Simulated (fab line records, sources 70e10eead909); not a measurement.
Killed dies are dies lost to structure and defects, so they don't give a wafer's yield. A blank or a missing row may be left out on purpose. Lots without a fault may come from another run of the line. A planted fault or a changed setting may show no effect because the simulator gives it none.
fab line records | flow nand_harc
record lots=24 wafers=72 last_day=25
route steps=1159 shown P_GATE@205 P_CONTACT@233 P_M0@269 P_M1@303
lots that met no fault: from a run of the same line without faults
start_h: hours from the record's first day to the start of the lot's first wafer shown | wait_h: hours since the lot's step before | " the same as in the row above | L1.1+2: a row that stands for several wafers | - no value, or no start given | * or withheld: withheld | < > ~ a bound
route shown NAME@n: a module of which the file shows steps, and the number in the route of the first | usual: mean/standard deviation of fault-free wafers | same: alike in all rows | chamber/n: place in a boat | sites: the reading at each site | _std_site: their standard deviation | _edge_site: outer sites' mean less inner sites' | radius_mm: how far each site lies from the wafer's centre | mask NAME#n: copy n | behind: the tool/chamber that last shaped the wafer | hold: why the lot was held/for how many hours/how that ended | device: the transistor (n, p or np) that didn't switch | end of line: the same wafers' tests at the end of the route | a step without rows: its recipe alone | killed: dies lost to structure and defects at the first sort, not the wafer's yield | map: a wafer's dies, x killed, . not, _ none there
set.NAME: the setting as run; set.NAME@STEP: as run at that earlier step | model.NAME: the simulator's own value behind a step, which no gauge read
steps of the route over a sample of lots; a table a step, a row a wafer
services: from which hour (start_h, from the record's first day; less than 0 if before it) a tool's chamber was out of use, for how many hours, and why
## steps
# step NHARC_P_GATE_STRIP_95
# recipe power_w=1500 temp_c=250 chemistry=O2
# usual drypump_motor_current_A=5.7/0.32 heater_power_w=329/26
# columns lot.wafer tool chamber start_h wait_h drypump_motor_current_A heater_power_w rf_hours_counter_h
L074.2 plasma_asher-02 1 105.52 0.6 6.1 312 30
L074.4 " 0 " " 5.3 359 -
L074.5 " 0 " " 5.3 369 -
L075.2 plasma_asher-02 1 106.57 0.6 6.1 312 31
L075.4 " 1 " " 6.1 303 -
L075.5 " 1 " " 6.1 315 -
L077.1 plasma_asher-01 1 118.46 0.6 5.8 357 4
L077.4 " 0 " " 5.5 302 -
L077.6 " 1 " " 5.7 357 -
L076.1 plasma_asher-01 1 119.77 0.6 5.7 351 5
L076.2 " 0 " " 5.5 304 5
L076.5 " 1 " " 5.7 354 -
L078.1 plasma_asher-02 1 129.29 0.5 6.1 307 38
L078.3 " 0 " " 5.3 365 -
L078.5 " 0 " " 5.3 360 -
L079.4 plasma_asher-02 1 139.98 0.3 6.1 305 -
L079.5 " 0 " " 5.3 370 -
L079.6 " 1 " " 6.1 314 -
L080.3 plasma_asher-02 1 145.59 0.4 6.1 305 -
L080.4 " 0 " " 5.3 360 -
L080.5 " 1 " " 6.1 312 -
L083.2 plasma_asher-01 0 150.54 0.6 5.5 297 15
L083.1 " 1 " " 5.7 352 15
L083.3 " 1 " " 5.7 358 -
L082.2 plasma_asher-02 0 151.02 0.5 5.3 363 47
L082.3 " 0 " " 5.3 368 -
L082.5 " 1 " " 6.1 315 -
L081.2 plasma_asher-02 1 151.90 0.5 6.1 323 48
L081.3 " 0 " " 5.3 364 -
L081.5 " 1 " " 6.1 308 -
L085.1 plasma_asher-01 1 169.59 0.6 5.7 349 20
L085.2 " 0 " " 5.5 302 20
L085.6 " 0 " " 5.5 296 -
L084.2 plasma_asher-01 1 170.37 0.6 5.7 357 21
L084.1 " 0 " " 5.5 298 21
L084.3 " 1 " " 5.7 353 -
L086.1 plasma_asher-01 1 185.34 0.6 5.7 350 27
L086.3 " 1 " " 5.7 358 -
L086.6 " 0 " " 5.5 298 -
L088.1 plasma_asher-01 0 186.11 0.6 5.5 293 28
L088.2 " 1 " " 5.7 354 28
L088.4 " 0 " " 5.5 302 -
L087.3 plasma_asher-01 1 186.91 0.4 5.7 347 -
L087.4 " 0 " " 5.5 291 -
L087.5 " 0 " " 5.5 295 -
L089.1 plasma_asher-02 1 200.52 0.6 6.1 312 3
L089.2 " 0 " " 5.3 341 3
L089.5 " 1 " " 6.1 315 -
L090.2 plasma_asher-01 0 201.09 0.5 5.5 296 35
L090.4 " 1 " " 5.7 352 -
L090.3 " 0 " " 5.5 298 -
L091.1 plasma_asher-02 0 210.33 0.6 5.3 332 6
L091.2 " 1 " " 6.1 320 6
L091.6 " 0 " " 5.3 338 -
L092.1 plasma_asher-01 1 210.59 0.5 5.7 354 38
L092.3 " 1 " " 5.8 349 -
L092.5 " 0 " " 5.5 293 -
L093.3 plasma_asher-02 1 216.22 0.3 6.1 308 -
L093.5 " 0 " " 5.3 336 -
L093.6 " 1 " " 6.1 312 -
L094.2 plasma_asher-02 0 229.01 0.6 5.3 343 12
L094.4 " 0 " " 5.3 348 -
L094.3 " 1 " " 6.1 319 -
L095.2 plasma_asher-02 1 233.81 0.6 6.1 310 15
L095.4 " 0 " " 5.3 339 -
L095.5 " 0 " " 5.3 342 -
L096.1 plasma_asher-02 1 236.37 0.6 6.1 310 16
L096.3 " 1 " " 6.1 300 -
L096.4 " 0 " " 5.3 346 -
L097.3 plasma_asher-02 0 254.97 0.4 5.3 342 -
L097.4 " 1 " " 6.1 308 -
L097.6 " 1 " " 6.1 320 -
# step NHARC_P_CONTACT_OVL_MEAS_13
# usual overlay_x_nm=0.2/0.65 overlay_y_nm=0.1/1.1
# columns lot.wafer tool chamber start_h wait_h overlay_x_nm overlay_y_nm
L074.2 overlay-01 - 108.96 - 1.3 0.9
L074.4 " - " " 1.0 0.9
L074.5 " - " " 0.5 1.4
L075.2 overlay-01 - 110.19 - 1.2 -1.1
L075.4 " - " " 0.4 -0.6
L075.5 " - " " 0.7 -1.0
L077.1 overlay-02 - 122.23 - -0.5 0.3
L077.4 " - " " -0.3 0.3
L077.6 " - " " -0.3 1.3
L076.1 overlay-01 - 124.37 - 0.4 -0.9
L076.2 " - " " 0.4 -1.1
L076.5 " - " " 0.5 -0.5
L078.1 overlay-01 - 132.80 - 0.7 -1.4
L078.3 " - " " 0.1 -1.3
L078.5 " - " " 0.3 -1.1
L079.4 overlay-01 - 143.59 - 0.5 0.3
L079.5 " - " " -0.3 -0.7
L079.6 " - " " -0.1 0.2
L080.3 overlay-02 - 149.09 - 1.7 1.5
L080.4 " - " " 0.9 1.5
L080.5 " - " " 0.9 1.7
L083.1 overlay-01 - 154.18 - 1.2 1.3
L083.2 " - " " 0.5 1.4
L083.3 " - " " 0.6 2.0
L082.2 overlay-02 - 154.72 - -0.1 -0.1
L082.3 " - " " -0.5 0.2
L082.5 " - " " 0.0 0.5
L081.2 overlay-02 - 155.46 - 0.2 1.0
L081.3 " - " " 0.4 0.6
L081.5 " - " " 0.2 0.7
L085.1 overlay-02 - 173.69 - 1.0 -0.4
L085.2 " - " " 0.7 -0.2
L085.6 " - " " 0.1 0.0
L084.1 overlay-01 - 174.08 - -0.2 -0.7
L084.2 " - " " -0.2 -0.9
L084.3 " - " " -0.7 -1.7
L086.1 overlay-02 - 188.88 - 0.0 -1.5
L086.3 " - " " -0.2 -0.9
L086.6 " - " " -0.5 -1.5
L088.1 overlay-02 - 189.90 - 0.1 0.2
L088.2 " - " " -0.4 0.4
L088.4 " - " " -0.9 0.1
L087.3 overlay-01 - 190.46 - 0.4 1.3
L087.4 " - " " 0.4 1.4
L087.5 " - " " -0.3 1.1
L089.1 overlay-01 - 204.31 - -0.9 1.9
L089.2 " - " " -0.7 2.5
L089.5 " - " " -0.9 2.4
L090.2 overlay-02 - 204.79 - 0.7 -1.0
L090.3 " - " " 0.3 -0.9
L090.4 " - " " -0.1 0.0
L091.1 overlay-01 - 214.16 - -0.8 -0.8
L091.2 " - " " -0.6 -1.8
L091.6 " - " " -0.7 -1.4
L092.1 overlay-02 - 214.51 - 1.4 -0.5
L092.3 " - " " 0.9 -0.5
L092.5 " - " " 1.4 -0.4
L093.3 overlay-01 - 219.78 - 1.2 0.4
L093.5 " - " " 1.0 0.3
L093.6 " - " " 0.9 0.3
L094.2 overlay-01 - 232.59 - 0.1 0.9
L094.3 " - " " 0.4 0.8
L094.4 " - " " 0.0 0.6
L095.2 overlay-01 - 237.50 - 0.6 -1.9
L095.4 " - " " 0.9 -1.7
L095.5 " - " " 0.6 -1.4
L096.1 overlay-01 - 239.94 - 0.1 0.4
L096.3 " - " " -0.3 0.2
L096.4 " - " " -0.1 0.3
L097.3 overlay-02 - 258.51 - -0.6 0.5
L097.4 " - " " -1.0 1.3
L097.6 " - " " -1.1 0.1
# step NHARC_P_CONTACT_CD_MEAS_19
# usual cd_nm=90.3/1.9
# columns lot.wafer tool chamber start_h wait_h cd_nm
L074.2 cd_sem-03 - 110.40 - 89.0
L074.4 " - " " 88.0
L074.5 " - " " 93.7
L075.2 cd_sem-01 - 111.45 - 88.5
L075.4 " - " " 92.2
L075.5 " - " " 88.9
L077.1 cd_sem-02 - 123.19 - 93.7
L077.4 " - " " 93.2
L077.6 " - " " 93.4
L076.1 cd_sem-02 - 125.33 - 90.4
L076.2 " - " " 91.2
L076.5 " - " " 92.3
L078.1 cd_sem-02 - 133.79 - 88.8
L078.3 " - " " 90.9
L078.5 " - " " 90.1
L079.4 cd_sem-01 - 144.56 - 89.8
L079.5 " - " " 88.4
L079.6 " - " " 89.3
L080.3 cd_sem-01 - 150.07 - 89.8
L080.4 " - " " 87.9
L080.5 " - " " 86.8
L083.1 cd_sem-01 - 155.15 - 91.0
L083.2 " - " " 92.2
L083.3 " - " " 93.7
L082.2 cd_sem-03 - 155.84 - 87.8
L082.3 " - " " 91.3
L082.5 " - " " 90.7
L081.2 cd_sem-01 - 156.42 - 91.0
L081.3 " - " " 92.2
L081.5 " - " " 93.9
L085.1 cd_sem-02 - 174.71 - 89.5
L085.2 " - " " 87.7
L085.6 " - " " 89.1
L084.1 cd_sem-03 - 175.05 - 88.6
L084.2 " - " " 90.8
L084.3 " - " " 93.2
L086.1 cd_sem-01 - 189.98 - 88.6
L086.3 " - " " 87.7
L086.6 " - " " 90.2
L088.1 cd_sem-03 - 190.93 - 88.1
L088.2 " - " " 86.4
L088.4 " - " " 89.7
L087.3 cd_sem-02 - 191.44 - 91.8
L087.4 " - " " 91.9
L087.5 " - " " 89.5
L089.1 cd_sem-02 - 205.28 - 92.1
L089.2 " - " " 90.2
L089.5 " - " " 88.8
L090.2 cd_sem-01 - 207.78 - 87.5
L090.3 " - " " 90.5
L090.4 " - " " 91.6
L091.1 cd_sem-01 - 215.28 - 95.3
L091.2 " - " " 90.0
L091.6 " - " " 92.0
L092.1 cd_sem-03 - 215.52 - 92.6
L092.3 " - " " 92.1
L092.5 " - " " 91.8
L093.3 cd_sem-02 - 220.77 - 86.6
L093.5 " - " " 87.5
L093.6 " - " " 87.4
L094.2 cd_sem-01 - 233.56 - 92.0
L094.3 " - " " 88.5
L094.4 " - " " 87.6
L095.2 cd_sem-01 - 238.48 - 89.8
L095.4 " - " " 87.5
L095.5 " - " " 88.8
L096.1 cd_sem-03 - 240.91 - 90.7
L096.3 " - " " 89.7
L096.4 " - " " 90.2
L097.3 cd_sem-02 - 259.48 - 92.6
L097.4 " - " " 88.6
L097.6 " - " " 88.6
# step NHARC_P_M0_CD_MEAS_16
# usual cd_nm=89.7/1.4
# columns lot.wafer tool chamber start_h wait_h cd_nm
L074.2 cd_sem-03 - 114.51 - 88.9
L074.4 " - " " 88.0
L074.5 " - " " 88.4
L075.2 cd_sem-02 - 115.62 - 89.3
L075.4 " - " " 89.6
L075.5 " - " " 91.5
L077.1 cd_sem-01 - 126.79 - 89.8
L077.4 " - " " 91.9
L077.6 " - " " 91.1
L076.1 cd_sem-02 - 130.70 - 88.8
L076.2 " - " " 88.7
L076.5 " - " " 88.2
L078.1 cd_sem-02 - 139.63 - 89.8
L078.3 " - " " 89.1
L078.5 " - " " 89.7
L079.4 cd_sem-02 - 150.58 - 89.3
L079.5 " - " " 89.1
L079.6 " - " " 88.5
L080.3 cd_sem-02 - 153.61 - 89.2
L080.4 " - " " 92.4
L080.5 " - " " 90.9
L083.1 cd_sem-02 - 160.47 - 89.1
L083.2 " - " " 90.0
L083.3 " - " " 87.8
L082.2 cd_sem-02 - 160.63 - 89.8
L082.3 " - " " 90.8
L082.5 " - " " 92.0
L081.2 cd_sem-02 - 161.09 - 88.4
L081.3 " - " " 89.8
L081.5 " - " " 89.6
L085.1 cd_sem-03 - 178.32 - 88.6
L085.2 " - " " 90.6
L085.6 " - " " 88.5
L084.1 cd_sem-01 - 178.67 - 88.3
L084.2 " - " " 88.4
L084.3 " - " " 87.3
L086.1 cd_sem-02 - 200.18 - 88.3
L086.3 " - " " 87.7
L086.6 " - " " 89.7
L088.1 cd_sem-02 - 200.75 - 92.2
L088.2 " - " " 93.2
L088.4 " - " " 91.5
L087.3 cd_sem-02 - 201.26 - 90.1
L087.4 " - " " 89.0
L087.5 " - " " 87.5
L089.1 cd_sem-02 - 210.41 - 91.4
L089.2 " - " " 91.5
L089.5 " - " " 91.1
L090.2 cd_sem-03 - 211.40 - 88.4
L090.3 " - " " 87.8
L090.4 " - " " 88.7
L091.1 cd_sem-02 - 225.65 - 88.1
L091.2 " - " " 87.7
L091.6 " - " " 87.7
L092.1 cd_sem-01 - 226.21 - 90.7
L092.3 " - " " 89.1
L092.5 " - " " 90.5
L093.3 cd_sem-02 - 227.81 - 88.6
L093.5 " - " " 88.8
L093.6 " - " " 89.0
L094.2 cd_sem-02 - 240.15 - 91.5
L094.3 " - " " 92.4
L094.4 " - " " 90.6
L095.2 cd_sem-03 - 244.04 - 88.4
L095.4 " - " " 90.9
L095.5 " - " " 89.5
L096.1 cd_sem-01 - 244.45 - 89.7
L096.3 " - " " 88.5
L096.4 " - " " 89.7
L097.3 cd_sem-01 - 268.60 - 90.4
L097.4 " - " " 89.7
L097.6 " - " " 88.6
# step NHARC_P_M0_INSPECT_27
# usual raw_defect_count=358/140
# columns lot.wafer tool chamber start_h wait_h raw_defect_count
L074.2 defect_inspect-02 - 116.71 0.0 317
L074.4 " - " " 605
L074.5 " - " " 266
L075.2 defect_inspect-01 - 117.80 0.0 403
L075.4 " - " " 301
L075.5 " - " " 238
L077.1 defect_inspect-01 - 128.96 0.0 340
L077.4 " - " " 214
L077.6 " - " " 371
L076.1 defect_inspect-02 - 132.87 0.0 336
L076.2 " - " " 185
L076.5 " - " " 240
L078.1 defect_inspect-02 - 141.88 0.0 248
L078.3 " - " " 311
L078.5 " - " " 247
L079.4 defect_inspect-01 - 152.79 0.0 212
L079.5 " - " " 248
L079.6 " - " " 210
L080.3 defect_inspect-02 - 155.77 0.0 619
L080.4 " - " " 668
L080.5 " - " " 624
L082.2 defect_inspect-01 - 162.84 0.0 372
L082.3 " - " " 472
L082.5 " - " " 606
L083.1 defect_inspect-01 - 162.97 0.0 372
L083.2 " - " " 272
L083.3 " - " " 203
L081.2 defect_inspect-01 - 163.26 0.0 302
L081.3 " - " " 563
L081.5 " - " " 452
L085.1 defect_inspect-01 - 180.49 0.0 394
L085.2 " - " " 448
L085.6 " - " " 576
L084.1 defect_inspect-02 - 180.90 0.0 377
L084.2 " - " " 337
L084.3 " - " " 537
L086.1 defect_inspect-02 - 202.38 0.0 153
L086.3 " - " " 211
L086.6 " - " " 321
L088.1 defect_inspect-01 - 202.93 0.0 283
L088.2 " - " " 305
L088.4 " - " " 271
L087.3 defect_inspect-01 - 203.46 0.0 189
L087.4 " - " " 271
L087.5 " - " " 380
L089.1 defect_inspect-01 - 212.58 0.0 330
L089.2 " - " " 546
L089.5 " - " " 217
L090.2 defect_inspect-01 - 213.64 0.0 390
L090.3 " - " " 490
L090.4 " - " " 910
L091.1 defect_inspect-01 - 227.88 0.0 266
L091.2 " - " " 418
L091.6 " - " " 295
L092.1 defect_inspect-01 - 228.41 0.0 292
L092.3 " - " " 214
L092.5 " - " " 235
L093.3 defect_inspect-02 - 230.02 0.0 300
L093.5 " - " " 546
L093.6 " - " " 441
L094.2 defect_inspect-02 - 242.31 0.0 326
L094.3 " - " " 337
L094.4 " - " " 137
L095.2 defect_inspect-01 - 246.46 0.0 232
L095.4 " - " " 247
L095.5 " - " " 295
L096.1 defect_inspect-02 - 247.15 0.0 533
L096.3 " - " " 216
L096.4 " - " " 377
L097.3 defect_inspect-02 - 270.84 0.0 417
L097.4 " - " " 425
L097.6 " - " " 515
# step NHARC_P_M1_ETCH_28
# recipe target_depth_a=300 over_etch_frac=0.3 time_s=72.99 ion_energy_ev=150 cf4_flow_sccm=50 n2_flow_sccm=100 ar_flow_sccm=150 rf_w=300 bias_w=100 chemistry=CF4/N2
# usual cf4_flow_sccm=50.00/0.15 drypump_motor_current_A=5.7/0.48 mfc_ar_sccm=150.1/0.4 oes_product_au=1.002/0.012 rf_vpp_V=314.8/1.4 showerhead_plenum_p_Torr=2.65/0.063 throttle_valve_pct=19.794/0.008
# columns lot.wafer tool chamber start_h wait_h cf4_flow_sccm drypump_motor_current_A mfc_ar_sccm oes_product_au rf_hours_counter_h rf_vpp_V showerhead_plenum_p_Torr throttle_valve_pct
L074.2 rie_diel-02 3 - - 49.96 5.6 150.3 1.016 10 313.8 2.65 19.790
L074.4 " 0 " " 50.12 6.2 149.5 1.011 8 316.1 2.65 19.800
L074.5 " 0 " " 50.26 6.3 151.0 1.005 - 315.8 2.65 19.795
L075.4 rie_diel-07 0 - - 49.78 5.2 149.8 0.995 2 313.5 2.59 19.795
L075.2 " 2 " " 49.92 5.8 149.4 1.016 2 312.1 2.61 19.794
L075.5 " 0 " " 49.71 5.2 150.4 1.004 - 313.2 2.59 19.790
L077.1 rie_diel-02 3 - - 50.21 5.6 150.3 1.014 11 315.9 2.65 19.804
L077.4 " 0 " " 50.27 6.2 150.0 1.008 10 315.1 2.65 19.790
L077.6 " 2 " " 49.85 4.8 150.4 0.999 - 315.7 2.74 19.807
L076.2 rie_diel-04 3 - - 49.97 5.3 150.2 0.998 2 313.6 2.54 19.793
L076.1 " 0 " " 49.96 5.7 150.2 0.994 2 315.3 2.69 19.786
L076.5 " 0 " " 49.94 5.7 150.0 1.002 - 314.5 2.69 19.801
L078.3 rie_diel-02 1 - - 50.07 6.0 150.2 1.000 12 315.1 2.64 19.807
L078.1 " 2 " " 50.03 4.8 149.6 0.991 13 316.6 2.74 19.786
L078.5 " 3 " " 49.88 5.6 150.1 1.022 - 314.3 2.65 19.794
L079.4 rie_diel-04 1 - - 49.93 5.6 149.8 1.007 4 312.1 2.51 19.781
L079.6 " 1 " " 50.04 5.5 150.6 1.011 - 312.7 2.51 19.810
L079.5 " 2 " " 50.00 5.9 149.6 0.997 - 315.8 2.74 19.794
L080.3 rie_diel-04 0 - - 50.08 5.7 150.0 0.998 4 314.7 2.69 19.781
L080.4 " 1 " " 49.99 5.6 149.6 1.005 4 313.2 2.51 19.797
L080.5 " 0 " " 49.86 5.7 149.8 0.997 - 316.8 2.69 19.796
L082.2 rie_diel-07 0 - - 50.05 5.2 149.7 0.997 3 313.9 2.59 19.802
L082.3 " 1 " " 49.60 6.3 150.0 0.998 3 315.3 2.63 19.793
L082.5 " 2 " " 50.07 5.8 149.8 1.020 - 313.4 2.61 19.802
L083.1 rie_diel-02 0 - - 50.19 6.3 150.4 0.984 0 314.3 2.65 19.796
L083.3 " 1 " " 49.85 6.0 150.6 1.023 0 313.8 2.64 19.790
L083.2 " 2 " " 49.99 4.9 150.3 0.993 0 316.9 2.74 19.777
L081.3 rie_diel-07 3 - - 50.16 6.5 150.1 1.017 2 316.1 2.74 19.793
L081.2 " 0 " " 49.95 5.2 150.1 1.000 3 312.5 2.59 19.809
L081.5 " 1 " " 50.15 6.3 149.5 1.005 - 314.3 2.63 19.802
L085.1 rie_diel-02 1 - - 50.01 6.0 150.7 1.015 1 315.0 2.64 19.794
L085.2 " 3 " " 50.01 5.6 150.1 0.987 1 315.9 2.65 19.784
L085.6 " 2 " " 49.73 4.9 149.8 0.993 - 317.0 2.74 19.802
L084.2 rie_diel-04 3 - - 49.88 5.3 149.7 1.004 5 312.8 2.54 19.785
L084.1 " 0 " " 50.12 5.7 150.2 1.015 5 315.8 2.69 19.796
L084.3 " 2 " " 50.18 5.9 149.7 1.001 4 317.9 2.74 19.784
L086.1 rie_diel-02 0 - - 50.18 6.2 150.3 0.984 1 314.1 2.65 19.802
L086.3 " 1 " " 49.99 6.0 149.5 1.012 1 315.3 2.64 19.789
L086.6 " 3 " " 50.22 5.6 150.2 0.998 - 314.6 2.65 19.792
L088.1 rie_diel-02 2 - - 50.19 4.9 150.3 0.999 1 318.1 2.74 19.802
L088.4 " 0 " " 49.86 6.2 150.6 0.979 1 314.5 2.65 19.793
L088.2 " 1 " " 49.88 6.0 150.6 1.023 1 315.2 2.64 19.785
L087.4 rie_diel-02 2 - - 50.06 4.8 150.3 0.985 1 317.2 2.74 19.781
L087.3 " 3 " " 50.02 5.6 150.4 1.004 1 314.9 2.65 19.793
L087.5 " 0 " " 50.18 6.3 150.0 0.970 - 314.4 2.65 19.794
L089.2 rie_diel-04 0 - - 49.97 5.7 150.1 1.006 7 316.6 2.69 19.794
L089.1 " 3 " " 50.05 5.4 150.3 0.988 7 313.8 2.54 19.798
L089.5 " 1 " " 50.00 5.5 150.4 0.996 - 311.2 2.51 19.787
L090.3 rie_diel-07 1 - - 49.78 6.3 149.9 1.004 4 312.6 2.63 19.783
L090.4 " 2 " " 49.76 5.8 150.6 1.018 3 314.8 2.61 19.803
L090.2 " 3 " " 49.92 6.5 150.5 1.015 3 316.2 2.74 19.793
L091.2 rie_diel-02 3 - - 50.43 5.6 149.6 1.012 4 315.1 2.65 19.796
L091.1 " 0 " " 49.76 6.3 149.6 0.988 3 315.0 2.65 19.782
L091.6 " 1 " " 49.94 6.0 150.6 1.016 - 315.1 2.64 19.784
L092.3 rie_diel-02 3 - - 49.92 5.6 149.8 1.001 4 314.2 2.65 19.795
L092.1 " 1 " " 49.91 6.0 149.9 0.999 3 314.4 2.64 19.791
L092.5 " 3 " " 50.10 5.6 150.2 1.005 - 314.5 2.65 19.799
L093.3 rie_diel-02 3 - - 49.98 5.6 150.0 1.020 4 314.2 2.65 19.769
L093.6 " 0 " " 49.99 6.3 150.0 0.993 - 315.2 2.65 19.789
L093.5 " 1 " " 49.82 6.0 150.1 1.019 - 315.4 2.64 19.803
L094.2 rie_diel-02 3 - - 50.02 5.6 150.0 1.003 4 315.0 2.65 19.785
L094.4 " 1 " " 50.02 6.0 149.9 1.013 4 316.5 2.64 19.799
L094.3 " 2 " " 49.80 4.9 150.1 1.006 4 316.5 2.74 19.796
L095.4 rie_diel-02 0 - - 50.03 6.2 149.9 0.986 4 316.2 2.65 19.783
L095.2 " 1 " " 50.03 6.0 149.7 1.005 4 314.3 2.64 19.787
L095.5 " 0 " " 50.17 6.2 150.6 0.970 - 314.2 2.64 19.796
L096.3 rie_diel-02 2 - - 50.13 4.9 150.1 1.006 5 315.3 2.74 19.795
L096.1 " 3 " " 49.97 5.6 149.9 1.007 5 314.2 2.65 19.792
L096.4 " 0 " " 49.91 6.3 150.3 0.985 4 314.0 2.65 19.796
L097.4 rie_diel-02 3 - - 50.06 5.6 150.1 0.999 6 314.7 2.65 19.781
L097.3 " 0 " " 50.06 6.2 149.8 0.984 5 315.1 2.64 19.799
L097.6 " 3 " " 49.95 5.6 150.7 1.000 - 316.2 2.65 19.791
## services
# columns tool chamber start_h hours kind
plasma_asher-02 - 81.57 1.3 repair
plasma_asher-01 - 99.00 9.0 pm
rie_diel-02 0 105.29 - clean
rie_diel-02 1 105.29 - clean
rie_diel-02 2 105.29 - clean
rie_diel-02 3 105.29 - clean
plasma_asher-02 - 110.17 1.5 repair
rie_diel-04 - 112.21 9.0 pm
plasma_asher-02 - 114.12 1.7 repair
rie_diel-04 2 127.93 14.5 repair
rie_diel-02 0 129.79 - clean
rie_diel-02 1 129.79 - clean
rie_diel-02 2 129.79 - clean
rie_diel-02 3 129.79 - clean
rie_diel-02 - 150.79 9.0 pm
rie_diel-02 0 150.79 9.0 vent_cycle
rie_diel-02 1 150.79 9.0 vent_cycle
rie_diel-02 2 150.79 9.0 vent_cycle
rie_diel-04 - 151.19 0.1 repair
rie_diel-07 1 160.05 3.6 repair
plasma_asher-02 - 183.00 9.0 pm
rie_diel-07 2 204.77 2.1 repair
rie_diel-07 - 228.20 9.0 pm
rie_diel-07 3 256.00 18.3 repair
## key
fault none
